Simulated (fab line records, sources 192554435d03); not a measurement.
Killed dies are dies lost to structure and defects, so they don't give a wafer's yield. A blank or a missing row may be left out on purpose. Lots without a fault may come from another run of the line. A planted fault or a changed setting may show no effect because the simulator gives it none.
Tool commonality check | flow n5_finfet | 10 lots, 30 wafers sampled

WHY IT WAS OPENED
At N5_BEOL_M8_THK_MEAS_01 the reading M8_ILD_THK is flagged on 2 of 10 lots. Wafers without a fault read 155.1 nm, standard deviation 2.2.
Rule: a lot is flagged when every wafer of it that has a number lies more than 4 standard deviations from that mean, or none has a number. The other lots count as sound.

lot  | measured     | on            | M8_ILD_THK (nm), wafer by wafer | flag
L602 | day 9 11:09  | film_metro-01 | 155.5 155.7 155.0               |
L605 | day 9 21:17  | film_metro-02 | 154.2 157.4 158.8               |
L606 | day 10 03:09 | film_metro-02 | 153.9 153.7 156.8               |
L607 | day 10 04:34 | film_metro-01 | 155.0 155.4 156.1               |
L609 | day 10 22:40 | film_metro-01 | 153.2 154.8 156.1               |
L612 | day 11 18:18 | film_metro-02 | 151.5 153.0 154.3               |
L613 | day 12 04:34 | film_metro-02 | 153.7 157.7 155.2               |
L622 | day 14 01:58 | film_metro-01 | 170.0 173.3 172.5               | FLAGGED
L624 | day 14 14:04 | film_metro-01 | 152.1 156.4 156.1               |
L623 | day 14 23:35 | film_metro-01 | 166.6 171.5 172.8               | FLAGGED
The numbers of the flagged lots are 171.1 nm on average: +16.0 nm against the usual, or +7 standard deviations.

WHICH TOOL RAN EACH LOT
The record holds 3 process steps before the reading, out of a route of 1938 steps. In each cell: the tool, then ch and the chambers that the sampled wafers went through, then the start.
lot  | flag    | N5_BEOL_M7_CURE_75            | N5_BEOL_M7_DEGAS_44          | N5_BEOL_M8_ILD_DEP_00
L602 |         | uv_cure-02 ch 2, day 9 08:04  | pvd_sputter-03, day 9 08:35  | pecvd-03 ch 0,1,2, day 9 10:34
L605 |         | uv_cure-02 ch 2, day 9 17:41  | pvd_sputter-01, day 9 18:19  | pecvd-02 ch 0,1, day 9 20:12
L606 |         | uv_cure-03 ch 0, day 9 21:38  | pvd_sputter-01, day 9 23:48  | pecvd-02 ch 0,1, day 10 02:33
L607 |         | uv_cure-01 ch 0, day 10 00:31 | pvd_sputter-01, day 10 01:56 | pecvd-03 ch 0,1,2, day 10 03:57
L609 |         | uv_cure-01 ch 1, day 10 18:45 | pvd_sputter-01, day 10 19:58 | pecvd-04 ch 0,1,2, day 10 21:37
L612 |         | uv_cure-03 ch 2, day 11 15:10 | pvd_sputter-01, day 11 15:58 | pecvd-04 ch 0,1, day 11 17:43
L613 |         | uv_cure-03 ch 2, day 11 23:07 | pvd_sputter-01, day 12 01:05 | pecvd-03 ch 0,1, day 12 03:47
L622 | FLAGGED | uv_cure-03 ch 1, day 13 22:59 | pvd_sputter-02, day 13 23:29 | pecvd-04 ch 0,1, day 14 01:24
L624 |         | uv_cure-01 ch 0, day 14 10:48 | pvd_sputter-01, day 14 11:52 | pecvd-03 ch 0,1, day 14 13:30
L623 | FLAGGED | uv_cure-03 ch 2, day 14 19:08 | pvd_sputter-01, day 14 20:24 | pecvd-04 ch 0,2, day 14 22:32
What these steps do:
- N5_BEOL_M7_CURE_75: cures SiCOH lowk, time 120 s.
- N5_BEOL_M7_DEGAS_44: time 60 s.
- N5_BEOL_M8_ILD_DEP_00: deposits SiCOH lowk from DEMS/porogen, target thk 179.75 nm, time 33.4 s.
- N5_BEOL_M8_THK_MEAS_01

FLAGGED OVER TOTAL, TOOL BY TOOL (the gauges that took the reading come last)
step                   | tool           | lots run | flagged | share of the flagged lots | sound lots run after its first flagged lot
N5_BEOL_M7_CURE_75     | uv_cure-01     | 3        | 0       | none                      | -
N5_BEOL_M7_CURE_75     | uv_cure-02     | 2        | 0       | none                      | -
N5_BEOL_M7_CURE_75     | uv_cure-03     | 5        | 2       | all                       | 0
N5_BEOL_M7_DEGAS_44    | pvd_sputter-01 | 8        | 1       | some                      | 0
N5_BEOL_M7_DEGAS_44    | pvd_sputter-02 | 1        | 1       | some                      | 0
N5_BEOL_M7_DEGAS_44    | pvd_sputter-03 | 1        | 0       | none                      | -
N5_BEOL_M8_ILD_DEP_00  | pecvd-02       | 2        | 0       | none                      | -
N5_BEOL_M8_ILD_DEP_00  | pecvd-03       | 4        | 0       | none                      | -
N5_BEOL_M8_ILD_DEP_00  | pecvd-04       | 4        | 2       | all                       | 0
N5_BEOL_M8_THK_MEAS_01 | film_metro-01  | 6        | 2       | all                       | 1 (L624)
N5_BEOL_M8_THK_MEAS_01 | film_metro-02  | 4        | 0       | none                      | -

WHAT THE TABLE ALLOWS
3 rows of the table ran every flagged lot: uv_cure-03 at N5_BEOL_M7_CURE_75, pecvd-04 at N5_BEOL_M8_ILD_DEP_00, film_metro-01 at N5_BEOL_M8_THK_MEAS_01.
- uv_cure-03 at N5_BEOL_M7_CURE_75: 2 of its 5 lots flagged. Its last sound lot is L613 (day 11 23:07), its first flagged lot L622 (day 13 22:59): a fault that began between those two fits.
- pecvd-04 at N5_BEOL_M8_ILD_DEP_00: 2 of its 4 lots flagged. Its last sound lot is L612 (day 11 17:43), its first flagged lot L622 (day 14 01:24): a fault that began between those two fits. Its own readings lie more than 4 standard deviations out on every wafer of the flagged lots: susceptor_temp_C.
- film_metro-01 at N5_BEOL_M8_THK_MEAS_01: 2 of its 6 lots flagged. Sound lots ran on it after the first flagged one (L624), which a lasting fault on the whole tool wouldn't allow.
Counting lots can't tell these 2 tools apart, because each fits a fault that began at some hour. More lots, or a look at what each step does to the wafer, might.

WHAT THE SIMULATOR HAD PUT IN
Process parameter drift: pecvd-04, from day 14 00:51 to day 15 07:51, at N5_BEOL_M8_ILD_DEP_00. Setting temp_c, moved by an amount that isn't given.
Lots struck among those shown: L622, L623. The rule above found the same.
